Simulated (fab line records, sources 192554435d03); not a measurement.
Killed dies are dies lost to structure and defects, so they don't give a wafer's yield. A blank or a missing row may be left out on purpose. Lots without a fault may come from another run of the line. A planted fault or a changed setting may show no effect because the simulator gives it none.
Which tool did it? | flow n5_finfet | 11 lots, 33 wafers sampled, at 5 steps of a route of 1938

WHAT THE GAUGES READ, wafer by wafer
The record holds no reading of a measuring or inspecting step that can be judged against a usual standard deviation.

WHICH TOOL RAN EACH LOT (tool, then ch and the chambers of the sampled wafers, then the start)
lot  | N5_BEOL_M11_PRECLEAN_42             | N5_PASSIVATION_ETCH_15                        | N5_PASSIVATION_SPUTTER_20    | N5_PASSIVATION_ETCH_59            | N5_PASSIVATION_PROBE_49
L277 | wet_bench-05 ch 1,2,7, day 10 07:35 | rie_diel-05 ch 1,2,3, day 11 18:46 or earlier | pvd_sputter-03, day 11 18:46 | rie_metal-02 ch 1, day 11 19:55   | prober-02, day 12 00:22
L279 | wet_bench-02 ch 1,4,5, day 10 11:43 | rie_diel-06 ch 0,1,3, day 11 23:57 or earlier | pvd_sputter-01, day 11 23:57 | rie_metal-01 ch 0,1, day 12 01:16 | -
L281 | wet_bench-02 ch 2,3,4, day 11 02:58 | rie_diel-05 ch 0,2,3, day 12 11:22 or earlier | pvd_sputter-03, day 12 11:22 | rie_metal-01 ch 1, day 12 13:19   | -
L282 | wet_bench-06 ch 4,6,7, day 11 10:30 | rie_diel-04 ch 1,2,3, day 12 23:04 or earlier | pvd_sputter-02, day 12 23:04 | rie_metal-01 ch 0,1, day 13 00:23 | -
L283 | wet_bench-06 ch 3,6,7, day 11 11:00 | rie_diel-04 ch 2,3, day 12 19:22 or earlier   | pvd_sputter-01, day 12 19:22 | rie_metal-03 ch 0,1, day 12 20:39 | -
L284 | wet_bench-06 ch 2,5,6, day 11 14:41 | rie_diel-06 ch 0,1, day 13 04:56 or earlier   | pvd_sputter-03, day 13 04:56 | rie_metal-01 ch 0,1, day 13 06:05 | -
L285 | wet_bench-06 ch 2,4,7, day 11 18:34 | rie_diel-05 ch 1,2,3, day 13 04:12 or earlier | pvd_sputter-03, day 13 04:12 | rie_metal-01 ch 0,1, day 13 05:31 | -
L288 | wet_bench-06 ch 3,5,7, day 13 02:16 | rie_diel-06 ch 2,3, day 14 13:37 or earlier   | pvd_sputter-01, day 14 13:37 | rie_metal-03 ch 0,1, day 14 14:49 | prober-01, day 14 19:18
L290 | wet_bench-02 ch 0,2,6, day 13 08:18 | rie_diel-06 ch 0,3, day 14 19:58 or earlier   | pvd_sputter-02, day 14 19:58 | rie_metal-03 ch 1, day 14 21:14   | -
L291 | wet_bench-06 ch 2,3,4, day 13 19:47 | rie_diel-04 ch 0,2,3, day 15 09:19 or earlier | pvd_sputter-01, day 15 09:19 | rie_metal-02 ch 0, day 15 10:53   | prober-02, day 15 15:25
L300 | wet_bench-06 ch 1,6,7, day 16 16:44 | rie_diel-05 ch 0,2, day 18 08:46 or earlier   | pvd_sputter-02, day 18 08:46 | rie_metal-01 ch 0,1, day 18 09:54 | -
- N5_BEOL_M11_PRECLEAN_42: cleans in residue remover, time 60 s.
- N5_PASSIVATION_ETCH_15: etches SiCN in CF4/N2, target depth 75 nm, time 81.2 s.
- N5_PASSIVATION_SPUTTER_20: material TaN, target thk 50 nm.
- N5_PASSIVATION_ETCH_59: etches TaN in Cl2/BCl3, target depth 65 nm, time 34.9 s.
- N5_PASSIVATION_PROBE_49

WHAT THE TOOLS THEMSELVES READ (means of the sampled wafers that have a number; where no wafer has one, the mark that the record gives instead)
N5_BEOL_M11_PRECLEAN_42. Usual: bath_heat_duty_pct 4.5 %, standard deviation 0.63.
lot  | tool         | bath_heat_duty_pct (%) | flag
L277 | wet_bench-05 | 4.4                    |
L279 | wet_bench-02 | 5.2                    |
L281 | wet_bench-02 | 4.9                    |
L282 | wet_bench-06 | 4.2                    |
L283 | wet_bench-06 | 4.1                    |
L284 | wet_bench-06 | 4.4                    |
L285 | wet_bench-06 | 4.1                    |
L288 | wet_bench-06 | 4.4                    |
L290 | wet_bench-02 | 4.6                    |
L291 | wet_bench-06 | 3.7                    |
L300 | wet_bench-06 | 4.9                    |

N5_PASSIVATION_ETCH_15. Usual: drypump_motor_current_A 5.6 A, standard deviation 0.44; oes_product_au 0.78 a.u., standard deviation 0.082; rf_vpp_V 381.7 V, standard deviation 1.8; showerhead_plenum_p_Torr 2.18 Torr, standard deviation 0.062; throttle_valve_pct 15.53 %, standard deviation 0.24.
lot  | tool        | drypump_motor_current_A (A) | oes_product_au (a.u.) | rf_vpp_V (V) | showerhead_plenum_p_Torr (Torr) | throttle_valve_pct (%) | flag
L277 | rie_diel-05 | 5.4                         | 0.78                  | 380.1        | 2.15                            | 15.41                  |
L279 | rie_diel-06 | 5.6                         | 0.80                  | 382.8        | 2.22                            | 15.33                  |
L281 | rie_diel-05 | 5.6                         | 0.78                  | 382.8        | 2.21                            | 15.51                  |
L282 | rie_diel-04 | 5.8                         | 0.86                  | 381.7        | 2.20                            | 15.50                  |
L283 | rie_diel-04 | 5.6                         | 0.79                  | 382.1        | 2.18                            | 15.70                  |
L284 | rie_diel-06 | 5.8                         | 0.78                  | 381.6        | 2.15                            | 15.45                  |
L285 | rie_diel-05 | 5.4                         | 0.77                  | 380.9        | 2.15                            | 15.42                  |
L288 | rie_diel-06 | 5.4                         | 0.71                  | 383.7        | 2.27                            | 15.49                  |
L290 | rie_diel-06 | 5.5                         | 0.84                  | 383.4        | 2.26                            | 15.15                  |
L291 | rie_diel-04 | 5.7                         | 0.80                  | 381.1        | 2.16                            | 15.63                  |
L300 | rie_diel-05 | 5.4                         | 0.83                  | 383.2        | 2.22                            | 15.48                  |

N5_PASSIVATION_SPUTTER_20. Usual: chamber_pressure_pa 0.4001 Pa, standard deviation 0.00079; throttle_valve_pct 30.9 %, standard deviation 0.7.
lot  | tool           | chamber_pressure_pa (Pa) | throttle_valve_pct (%) | flag
L277 | pvd_sputter-03 | 0.4000                   | 30.2                   |
L279 | pvd_sputter-01 | 0.3996                   | 30.8                   |
L281 | pvd_sputter-03 | 0.4008                   | 29.9                   |
L282 | pvd_sputter-02 | 0.3992                   | 30.8                   |
L283 | pvd_sputter-01 | 0.4000                   | 30.5                   |
L284 | pvd_sputter-03 | 0.4004                   | 30.2                   |
L285 | pvd_sputter-03 | 0.4004                   | 30.2                   |
L288 | pvd_sputter-01 | 0.4003                   | 31.5                   |
L290 | pvd_sputter-02 | 0.4003                   | 31.0                   |
L291 | pvd_sputter-01 | 0.3999                   | 30.8                   |
L300 | pvd_sputter-02 | 0.3994                   | 31.5                   |

N5_PASSIVATION_ETCH_59. Usual: drypump_motor_current_A 5.6 A, standard deviation 0.55; oes_product_au 0.82 a.u., standard deviation 0.096; throttle_valve_pct 21.12 %, standard deviation 0.28.
lot  | tool         | drypump_motor_current_A (A) | oes_product_au (a.u.) | throttle_valve_pct (%) | flag
L277 | rie_metal-02 | 6.2                         | 0.63                  | 21.42                  |
L279 | rie_metal-01 | 6.0                         | 0.84                  | 21.35                  |
L281 | rie_metal-01 | 6.2                         | 0.81                  | 21.39                  |
L282 | rie_metal-01 | 6.0                         | 0.83                  | 21.35                  |
L283 | rie_metal-03 | 5.6                         | 0.78                  | 21.09                  |
L284 | rie_metal-01 | 5.7                         | 0.85                  | 21.32                  |
L285 | rie_metal-01 | 5.7                         | 0.85                  | 21.32                  |
L288 | rie_metal-03 | 5.6                         | 0.77                  | 21.11                  |
L290 | rie_metal-03 | 5.7                         | 0.75                  | 21.03                  |
L291 | rie_metal-02 | 4.8                         | 0.92                  | 20.68                  |
L300 | rie_metal-01 | 5.7                         | 0.81                  | 21.34                  |

N5_PASSIVATION_PROBE_49. Usual: defect_limited_yield 91.4 %, standard deviation 1.5; killed_at_M0_to_M3 31, standard deviation 11; killed_at_M4_up 13, standard deviation 5.5; killed_at_contacts 13, standard deviation 6.3; killed_at_front_end 40, standard deviation 13; killed_at_other 3.3, standard deviation 2.6; killed_dies 101, standard deviation 18; killed_open 67, standard deviation 13; killed_short 33, standard deviation 7.9; sort_bin_5_function 5.1 %, standard deviation 1; sort_bin_6_memory 3.2 %, standard deviation 0.68; sort_n_pass 1079, standard deviation 18; sort_yield_pct 91.4 %, standard deviation 1.5.
lot  | tool      | defect_limited_yield (%) | killed_at_M0_to_M3 | killed_at_M4_up | killed_at_contacts | killed_at_front_end | killed_at_other | killed_dies | killed_open | killed_short | sort_bin_5_function (%) | sort_bin_6_memory (%) | sort_n_pass | sort_yield_pct (%) | flag
L277 | prober-02 | 92.5                     | 36                 | 16              | 11                 | 24                  | 0.3             | 88          | 56          | 30           | 4.7                     | 2.5                   | 1092        | 92.5               |
L288 | prober-01 | 82.3                     | 32                 | 127             | 18                 | 25                  | 6.0             | 208         | 68          | 25           | 11.7                    | 3.7                   | 972         | 82.3               | OFF
L291 | prober-02 | 81.2                     | 35                 | 136             | 13                 | 34                  | 2.3             | 221         | 61          | 34           | 11.8                    | 4.2                   | 959         | 81.2               | OFF

THE ANSWER, worked out from the rows above alone
Rule: a lot is off if the mean of its wafers that have a number lies more than 3 standard deviations from the usual mean. A lot without any number at a reading at which 4 lots or more have one is off too. The other lots that the step has rows for count as sound. The gauges are gone through in route order, then the tools' own readings, and for those a lot's mean is taken as printed above. The first step at which some lot is off is used, and at that step the reading that is off furthest; a lot without a number counts as furthest.
Off: L288, L291, at N5_PASSIVATION_PROBE_49 (killed_at_M4_up). Neither off nor sound, because the step has no rows for them: L279, L281, L282, L283, L284, L285, L290, L300.
A tool fits if, at that step or a process step before it, it ran every lot that is off, and no sound lot after the first of them. N5_PASSIVATION_ETCH_15 gives no start for some lots, so the hours and the order of its lots are those of N5_PASSIVATION_SPUTTER_20. Can't be told from this: 2 tools fit, wet_bench-06 at N5_BEOL_M11_PRECLEAN_42, pvd_sputter-01 at N5_PASSIVATION_SPUTTER_20.

WHAT THE SIMULATOR HAD PUT IN
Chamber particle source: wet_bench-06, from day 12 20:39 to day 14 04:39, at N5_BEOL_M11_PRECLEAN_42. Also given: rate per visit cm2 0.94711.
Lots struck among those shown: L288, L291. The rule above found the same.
